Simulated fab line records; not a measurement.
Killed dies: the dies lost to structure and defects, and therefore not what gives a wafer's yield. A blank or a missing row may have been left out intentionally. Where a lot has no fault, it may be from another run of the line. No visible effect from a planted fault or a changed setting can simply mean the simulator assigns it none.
fab line records	flow nand_harc
record: lots: 13	wafers: 39	last_day: 33
route steps=1302 shown A_ONON_D2@548 END@1302
lots untouched by any fault: they come from a run of this same line in which no faults occurred
start_h: the number of hours between the record's first day and the start of the first shown wafer of the lot	wait_h: how many hours have passed since the lot's step before this one	" the same as in the row above	L1.1+2: several wafers, shown together as one row	- no value, or no start given	* or withheld: withheld	< > ~ a bound
route shown NAME@n: a module of which the file shows steps, and the number in the route of the first	usual: the fault-free wafers' mean and standard deviation	same: alike in all rows	chamber/n: place in a boat	sites: the reading at each site	_std_site: their standard deviation	_edge_site: mean of outer sites minus mean of inner sites	radius_mm: for every site, how far away it sits from the centre of the wafer	mask NAME#n: copy n	behind: tool/chamber where the wafer was last shaped	hold: why the lot went on hold/how many hours it stayed there/how the hold came to an end	device: whichever transistor did not switch (one of n, p or np)	end of line: at the end of the route, the tests of the same wafers	step lacking rows: just its recipe	killed: count of dies lost to structure and defects at first sort (not the wafer's yield)	map: the dies of a wafer, with x for killed, . for not killed, _ for no die there
set.NAME: the setting that was run; set.NAME@STEP: the one run at that earlier step	model.NAME: the simulator's own value behind a step, which no gauge read
a sample of lots followed through the steps of the route, with each step as a table and each wafer as a row
services: a tool's chamber out of use, with start hour (start_h, from the record's first day; less than 0 if before it), hours out, and reason
== steps ==
step: NHARC_A_ONON_D2_THK_MEAS_05
recipe: thk_meas_gauge: ellipsometry
usual: thk_nm: 995/10
lot.wafer	tool	chamber	start_h	wait_h	thk_nm
L648.4	film_metro-01	-	288.83	-	989
L648.5	"	-	"	"	990
L648.6	"	-	"	"	991
L651.1	film_metro-02	-	325.74	-	1014
L651.3	"	-	"	"	1011
L651.5	"	-	"	"	1013
L654.1	film_metro-02	-	355.28	-	1004
L654.4	"	-	"	"	1003
L654.5	"	-	"	"	1002
L658.1	film_metro-01	-	399.67	-	1003
L658.3	"	-	"	"	999
L658.5	"	-	"	"	999
L661.2	film_metro-01	-	419.74	-	981
L661.4	"	-	"	"	984
L661.5	"	-	"	"	983
L660.1	film_metro-02	-	419.77	-	995
L660.3	"	-	"	"	995
L660.4	"	-	"	"	996
L662.2	film_metro-01	-	440.46	-	1005
L662.3	"	-	"	"	1004
L662.6	"	-	"	"	1003
L663.1	film_metro-01	-	440.47	-	980
L663.4	"	-	"	"	979
L663.5	"	-	"	"	980
L664.1	film_metro-02	-	450.36	-	1003
L664.2	"	-	"	"	1003
L664.4	"	-	"	"	1003
L665.2	film_metro-02	-	460.23	-	988
L665.4	"	-	"	"	988
L665.6	"	-	"	"	986
L666.2	film_metro-01	-	477.67	-	998
L666.3	"	-	"	"	1000
L666.5	"	-	"	"	998
L669.2	film_metro-01	-	501.43	-	999
L669.3	"	-	"	"	997
L669.5	"	-	"	"	1000
L668.2	film_metro-01	-	501.62	-	996
L668.3	"	-	"	"	998
L668.5	"	-	"	"	996
step: NHARC_A_ONON_D2_THK_MEAS_27
recipe: thk_meas_gauge: ellipsometry
usual: thk_nm: 1001/9.8
lot.wafer	tool	chamber	start_h	wait_h	thk_nm
L648.4	film_metro-01	-	300.05	-	1010
L648.5	"	-	"	"	1010
L648.6	"	-	"	"	1011
L651.1	film_metro-02	-	339.89	-	1008
L651.3	"	-	"	"	1009
L651.5	"	-	"	"	1008
L654.1	film_metro-02	-	366.43	-	999
L654.4	"	-	"	"	999
L654.5	"	-	"	"	998
L658.1	film_metro-02	-	410.75	-	1010
L658.3	"	-	"	"	1010
L658.5	"	-	"	"	1010
L661.2	film_metro-01	-	430.49	-	987
L661.4	"	-	"	"	988
L661.5	"	-	"	"	989
L660.1	film_metro-02	-	430.49	-	1018
L660.3	"	-	"	"	1020
L660.4	"	-	"	"	1018
L662.2	film_metro-02	-	452.37	-	995
L662.3	"	-	"	"	995
L662.6	"	-	"	"	995
L663.1	film_metro-01	-	452.51	-	1001
L663.4	"	-	"	"	1002
L663.5	"	-	"	"	1003
L664.1	film_metro-02	-	461.90	-	993
L664.2	"	-	"	"	993
L664.4	"	-	"	"	993
L665.2	film_metro-02	-	473.19	-	989
L665.4	"	-	"	"	990
L665.6	"	-	"	"	987
L666.2	film_metro-02	-	488.84	-	987
L666.3	"	-	"	"	986
L666.5	"	-	"	"	987
L668.2	film_metro-02	-	512.54	-	1009
L668.3	"	-	"	"	1008
L668.5	"	-	"	"	1006
L669.2	film_metro-02	-	512.58	-	1012
L669.3	"	-	"	"	1012
L669.5	"	-	"	"	1011
step: NHARC_A_ONON_D2_DEP_28
recipe: target_thk_a: 10000	n2_flow_sccm: 2750	n2o_flow_sccm: 2000	nh3_flow_sccm: 500	sih4_flow_sccm: 210	temp_c: 400
usual: n2_flow_sccm: 2748/8.4
lot.wafer	tool	chamber	start_h	wait_h	n2_flow_sccm
L648.4	pecvd_onon-02	0	300.28	0.2	2746
L648.5	"	0	"	"	2759
L648.6	"	0	"	"	2752
L651.1	pecvd_onon-03	0	339.95	0.1	2747
L651.3	"	0	"	"	2743
L651.5	"	0	"	"	2750
L654.1	pecvd_onon-03	0	366.48	0.1	2764
L654.4	"	0	"	"	2746
L654.5	"	0	"	"	2764
L658.1	pecvd_onon-01	0	410.94	0.2	2748
L658.3	"	0	"	"	2741
L658.5	"	0	"	"	2733
L660.1	pecvd_onon-03	0	430.55	0.1	2757
L660.3	"	0	"	"	2747
L660.4	"	0	"	"	2741
L661.2	pecvd_onon-02	0	430.60	0.1	2743
L661.4	"	0	"	"	2718
L661.5	"	0	"	"	2736
L662.2	pecvd_onon-03	0	452.48	0.1	2745
L662.3	"	0	"	"	2748
L662.6	"	0	"	"	2731
L663.1	pecvd_onon-02	0	452.56	0.1	2753
L663.4	"	0	"	"	2746
L663.5	"	0	"	"	2748
L664.1	pecvd_onon-02	0	461.95	0.1	2748
L664.2	"	0	"	"	2759
L664.4	"	0	"	"	2749
L665.2	pecvd_onon-01	0	473.30	0.1	2755
L665.4	"	0	"	"	2737
L665.6	"	0	"	"	2763
L666.2	pecvd_onon-03	0	488.96	0.1	2739
L666.3	"	0	"	"	2734
L666.5	"	0	"	"	2735
L668.2	pecvd_onon-02	0	512.66	0.1	2751
L668.3	"	0	"	"	2743
L668.5	"	0	"	"	2771
L669.2	pecvd_onon-01	0	512.70	0.1	2745
L669.3	"	0	"	"	2745
L669.5	"	0	"	"	2744
step: NHARC_A_ONON_D2_THK_MEAS_30
recipe: thk_meas_gauge: ellipsometry
usual: thk_nm: 997/10
lot.wafer	tool	chamber	start_h	wait_h	thk_nm
L648.4	film_metro-01	-	300.61	-	988
L648.5	"	-	"	"	989
L648.6	"	-	"	"	987
L651.1	film_metro-01	-	340.46	-	1586
L651.3	"	-	"	"	1586
L651.5	"	-	"	"	1588
L654.1	film_metro-01	-	367.02	-	1589
L654.4	"	-	"	"	1588
L654.5	"	-	"	"	1589
L658.1	film_metro-01	-	411.46	-	1022
L658.3	"	-	"	"	1022
L658.5	"	-	"	"	1022
L660.1	film_metro-02	-	431.06	-	987
L660.3	"	-	"	"	987
L660.4	"	-	"	"	987
L661.2	film_metro-01	-	431.06	-	995
L661.4	"	-	"	"	995
L661.5	"	-	"	"	997
L662.2	film_metro-02	-	452.93	-	1002
L662.3	"	-	"	"	1002
L662.6	"	-	"	"	1004
L663.1	film_metro-02	-	453.07	-	991
L663.4	"	-	"	"	991
L663.5	"	-	"	"	990
L664.1	film_metro-02	-	462.46	-	1001
L664.2	"	-	"	"	999
L664.4	"	-	"	"	1000
L665.2	film_metro-02	-	473.76	-	995
L665.4	"	-	"	"	994
L665.6	"	-	"	"	996
L666.2	film_metro-01	-	489.41	-	1004
L666.3	"	-	"	"	1002
L666.5	"	-	"	"	1004
L668.2	film_metro-02	-	513.11	-	1012
L668.3	"	-	"	"	1010
L668.5	"	-	"	"	1013
L669.2	film_metro-02	-	513.15	-	1014
L669.3	"	-	"	"	1013
L669.5	"	-	"	"	1013
step: NHARC_A_ONON_D2_DEP_33
recipe: target_thk_a: 2000	temp_c: 400	pressure_torr: 6.5	rf_w: 900	teos_flow_sccm: 161.4	flow_sccm: 2650	target_thk_nm: 200	gas: O2	material: SiO2
usual: heater_power_w: 559/100	throttle_valve_pct: 15.8/0.67
lot.wafer	tool	chamber	start_h	wait_h	heater_power_w	throttle_valve_pct
L648.6	pecvd-02	1	300.80	0.2	690	15.0
L648.5	"	2	"	"	490	15.0
L648.4	"	0	"	"	451	15.4
L651.3	pecvd-03	2	340.51	0.1	576	16.3
L651.1	"	0	"	"	556	16.1
L651.5	"	1	"	"	655	16.3
L654.1	pecvd-04	2	367.17	0.1	479	16.3
L654.4	"	0	"	"	500	16.7
L654.5	"	2	"	"	497	16.4
L658.3	pecvd-04	1	411.59	0.1	488	15.9
L658.1	"	0	"	"	412	16.3
L658.5	"	0	"	"	420	16.5
L660.3	pecvd-02	0	431.52	0.5	447	15.5
L660.1	"	1	"	"	824	15.2
L660.4	"	2	"	"	494	14.4
L661.2	pecvd-03	1	431.56	0.5	685	16.4
L661.4	"	1	"	"	718	16.0
L661.5	"	0	"	"	515	16.0
L662.2	pecvd-03	0	452.99	0.1	474	16.2
L662.3	"	2	"	"	613	16.4
L662.6	"	0	"	"	485	16.2
L663.1	pecvd-02	0	453.22	0.1	450	15.2
L663.4	"	1	"	"	804	15.0
L663.5	"	0	"	"	473	15.3
L664.2	pecvd-02	0	462.56	0.1	455	15.3
L664.1	"	1	"	"	765	15.0
L664.4	"	2	"	"	491	14.4
L665.2	pecvd-02	1	473.82	0.1	717	15.3
L665.6	"	2	"	"	488	14.2
L665.4	"	0	"	"	410	15.1
L666.2	pecvd-03	1	489.46	0.1	638	16.5
L666.3	"	1	"	"	644	16.5
L666.5	"	1	"	"	664	16.3
L669.2	pecvd-04	1	513.21	0.1	448	15.5
L669.3	"	0	"	"	506	16.8
L669.5	"	1	"	"	441	15.6
L668.3	pecvd-03	0	513.21	0.1	475	16.2
L668.2	"	1	"	"	718	16.4
L668.5	"	2	"	"	612	16.6
step: NHARC_END_SORT_01
recipe: temp_c: 25
usual: killed_at_array: 59/20	killed_at_other: 0.8/1.1	killed_at_periphery: 5/3.1	killed_dies: 64/21	killed_open: 3.4/1.9	killed_short: 2.3/1.7
same: gross_dies: 677
lot.wafer	tool	chamber	start_h	wait_h	killed_at_array	killed_at_other	killed_at_periphery	killed_dies	killed_open	killed_short
L651.1	prober-01	0	609.87	2.5	674	0	3	677	2	2
L651.3	prober-01	0	611.46	3.1	673	0	4	677	1	1
L651.5	prober-01	0	613.05	3.7	677	0	0	677	1	1
L654.1	prober-02	0	634.51	2.5	674	0	3	677	3	2
L654.4	prober-02	0	636.93	3.4	674	0	3	677	2	1
L654.5	prober-02	0	637.74	3.7	672	1	4	677	6	2
killed by level:class
L651.1 A_ONON_D2:area_dep=610 A_CHANNEL_HOLE_D1:chamber_film_flake=37 A_SLIT:chamber_film_flake=17 A_M0:chamber_film_flake=4 A_CHANNEL_HOLE_D2:chamber_film_flake=3 P_M0:geometric_particle:open=2 A_ONON_D2:geometric_particle:short=1 A_M0:geometric_particle:short=1
L651.3 A_ONON_D2:area_dep=594 A_CHANNEL_HOLE_D1:chamber_film_flake=37 A_SLIT:chamber_film_flake=25 A_CHANNEL_HOLE_D2:chamber_film_flake=10 A_M0:chamber_film_flake=4 P_GATE:chamber_film_flake=3 P_CONTACT:geometric_particle:open=1 A_SOURCE_PLATE:geometric_particle:short=1
L651.5 A_ONON_D2:area_dep=599 A_CHANNEL_HOLE_D1:chamber_film_flake=34 A_SLIT:chamber_film_flake=30 A_CHANNEL_HOLE_D2:chamber_film_flake=6 A_CONTACT:chamber_film_flake=2 A_M0:chamber_film_flake=2 A_ONON_D1:geometric_particle:open=1 A_ONON_D2:geometric_particle:short=1
L654.1 A_ONON_D2:area_dep=612 A_CHANNEL_HOLE_D1:chamber_film_flake=40 A_CHANNEL_HOLE_D2:chamber_film_flake=9 A_CONTACT:chamber_film_flake=4 A_WL_FILL:chamber_film_flake=3 P_CONTACT:geometric_particle:open=1 A_SOURCE_PLATE:geometric_particle:open=1 A_ONON_D1:geometric_particle:short=1
L654.4 A_ONON_D2:area_dep=613 A_CHANNEL_HOLE_D1:chamber_film_flake=35 A_CHANNEL_HOLE_D2:chamber_film_flake=11 A_CONTACT:chamber_film_flake=7 A_WL_FILL:chamber_film_flake=5 P_GATE:geometric_particle:open=1 A_SOURCE_PLATE:geometric_particle:short=1 A_ONON_D2:geometric_particle:open=1
L654.5 A_ONON_D2:area_dep=614 A_CHANNEL_HOLE_D1:chamber_film_flake=31 A_CHANNEL_HOLE_D2:chamber_film_flake=8 A_CONTACT:chamber_film_flake=8 A_CHANNEL_FILL_D1:geometric_particle:open=2 A_STAIRCASE:chamber_film_flake=2 P_CONTACT:geometric_particle:short=1 P_M0:geometric_particle:open=1
== services ==
tool	chamber	start_h	hours	kind
pecvd-04	0	282.16	-	clean
pecvd-02	1	314.16	11.0	repair
pecvd-02	0	322.43	4.2	repair
pecvd_onon-02	-	362.81	5.1	repair
pecvd-03	-	366.00	13.0	pm
pecvd-03	0	366.00	13.0	vent_cycle
pecvd-03	1	366.00	13.0	vent_cycle
pecvd-03	2	366.00	13.0	vent_cycle
pecvd-03	0	379.00	-	clean
pecvd-03	1	379.00	-	clean
pecvd-03	2	379.00	-	clean
pecvd-03	2	385.59	7.6	repair
pecvd_onon-02	-	401.77	9.5	repair
pecvd_onon-03	-	408.26	13.0	pm
pecvd-02	-	408.41	13.0	pm
pecvd-02	0	408.41	13.0	vent_cycle
pecvd-02	1	408.41	13.0	vent_cycle
pecvd-02	2	408.41	13.0	vent_cycle
pecvd-02	0	421.41	-	clean
pecvd-02	1	421.41	-	clean
pecvd-02	2	421.41	-	clean
pecvd-04	-	450.16	13.0	pm
pecvd_onon-01	-	450.40	13.0	pm
pecvd-03	0	485.10	21.7	repair
== key ==
first_sign: step: NHARC_A_ONON_D2_THK_MEAS_30	reading: thk_nm	direction: up	sigmas: 57	usual: 997	struck: 1588
effect: step: NHARC_END_SORT_01	reading: killed_at_array	direction: up	sigmas: 31	usual: 59	struck: 674
more_kills_born_at: NHARC_A_ONON_D2_DEP_28@pecvd_onon-03: 3642
met_at NHARC_A_ONON_D2_DEP_28
struck_lots L651,L654
struck_wafers L651.1,L651.3,L651.5,L654.1,L654.4,L654.5
later_rows_left_out L651.1,L651.3,L651.5,L654.1,L654.4,L654.5
tester_left_out L651,L654
not_acting_at NHARC_A_ONON_D2_THK_MEAS_05,NHARC_A_ONON_D2_THK_MEAS_27,NHARC_A_ONON_D2_DEP_33
fault: kind: process_parameter_drift	tool: pecvd_onon-03	chamber: 0	onset_h: 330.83	steps: NHARC_A_ONON_D2_DEP_28	channel: target_thk_a	offset: *	shape: step	end_h: 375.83	acts_in: *	stated: *
tester_left_out: of these lots the tester's yield and bins aren't shown, on N5 and GAA mostly nor the transistor test; their killed dies are dies lost to structure and defects alone, not to doping, threshold or leakage, so they don't give the yield
later_rows_left_out: the simulator's readings of these wafers behind a module that went badly wrong aren't trusted and aren't shown, but for the sort
